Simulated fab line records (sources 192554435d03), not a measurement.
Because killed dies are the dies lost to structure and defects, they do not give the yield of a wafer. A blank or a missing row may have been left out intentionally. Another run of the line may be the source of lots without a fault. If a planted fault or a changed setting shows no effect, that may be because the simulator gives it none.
Problem report in the 8D (eight disciplines) form, filled by code    flow n5Finfet    the parts of the form that need people (team, actions taken, sign-off) are left out

## 1. THE PROBLEM
biasW at N5_BEOL_M15_TRENCH_ETCH_34 reads a mean of 1796 W on 2 wafers of 2 lots; wafers without a fault read 2040 W with a standard deviation of 6.7. Measured from the usual mean, that is -36 standard deviations.
The step: etches SiO2 in C4F8/O2/Ar, target depth 872.93 nm, time 199 s.
First observed at day 17 05:01: wafer L579.3, on rieDiel-01. At this step, 29 wafers from 10 lots have a number in the record. By rule, "out" or "out of limits" means more than 4 standard deviations away from the usual mean. The other wafers with a number count as sound.

## 2. WHAT THIS IS AND IS NOT
question                     is                 is not
which readings at this step  biasW, rfVppV      drypumpMotorCurrentA, oes_o_777_au, oesProductAu, showerheadPlenumPTorr, throttleValvePct
which lots                   L578, L579         L564, L565, L566, L567, L569, L582, L583, L586
which wafers of those lots   L578.5, L579.3     L578.3, L578.6, L579.2, L579.5
read on which tools          rieDiel-01         rieDiel-02, rieDiel-05
when                         from day 17 05:01  up to then (16 sound wafers); but 11 sound wafers of L578, L582, L583, L586 came after

## 3. THE SUSPECTS, EACH WITH WHAT RULES IT OUT
Counting: a tool at a process step up to the reading stays a suspect if it ran every lot that is out. Sound lots after the first of them don't rule it out here, since some wafers of a struck lot are sound.
- rieDiel-01 at N5_BEOL_M15_TRENCH_ETCH_34 (etches SiO2 in C4F8/O2/Ar, target depth 872.93 nm, time 199 s): kept. It ran every lot that is out, first L579 (day 17 05:01); its last sound lot up to then is L569 (day 14 12:35). Its own readings are out on those wafers: biasW, rfVppV.
- Within rieDiel-01 at N5_BEOL_M15_TRENCH_ETCH_34: the wafers that are out ran in chamber 3; their sound lot-mates ran in chambers 1, 2.
The count leaves rieDiel-01 at N5_BEOL_M15_TRENCH_ETCH_34.

## 4. THE CAUSE (what the simulator had put in)
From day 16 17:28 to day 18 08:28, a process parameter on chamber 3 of rieDiel-01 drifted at N5_BEOL_M15_TRENCH_ETCH_34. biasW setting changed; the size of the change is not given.
The count eliminated every tool but this one.

## 5. THE CHAIN OF EFFECTS, in route order
One row per reading whose mean, taken over the struck wafers that have a number, lies over 3 standard deviations from the usual. Only readings whose record carries a usual standard deviation are examined. hours: median over the lots of the time between each lot's start at the first step of this table that gives one and its start at this step. sigmas: the change, counted in usual standard deviations.
hours  step                        reading  usual          on struck wafers  change   sigmas
0      N5_BEOL_M15_TRENCH_ETCH_34  biasW    2040 W         1796              -244     -36
0      N5_BEOL_M15_TRENCH_ETCH_34  rfVppV   2228 V         2049              -179     -4.3
5      N5_BEOL_M15_RS_MEAS_54      M15_RS   0.0216 ohm/sq  0.0229            +0.0013  +3.5
Here are the process steps it includes:
- N5_BEOL_M15_TRENCH_ETCH_34: etches SiO2 in C4F8/O2/Ar, target depth 872.93 nm, time 199 s.

## 6. WHAT WOULD HAVE CAUGHT IT SOONER
The fault began at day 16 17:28; the first out-of-limits reading in this record came at day 17 05:01, 12 hours later.
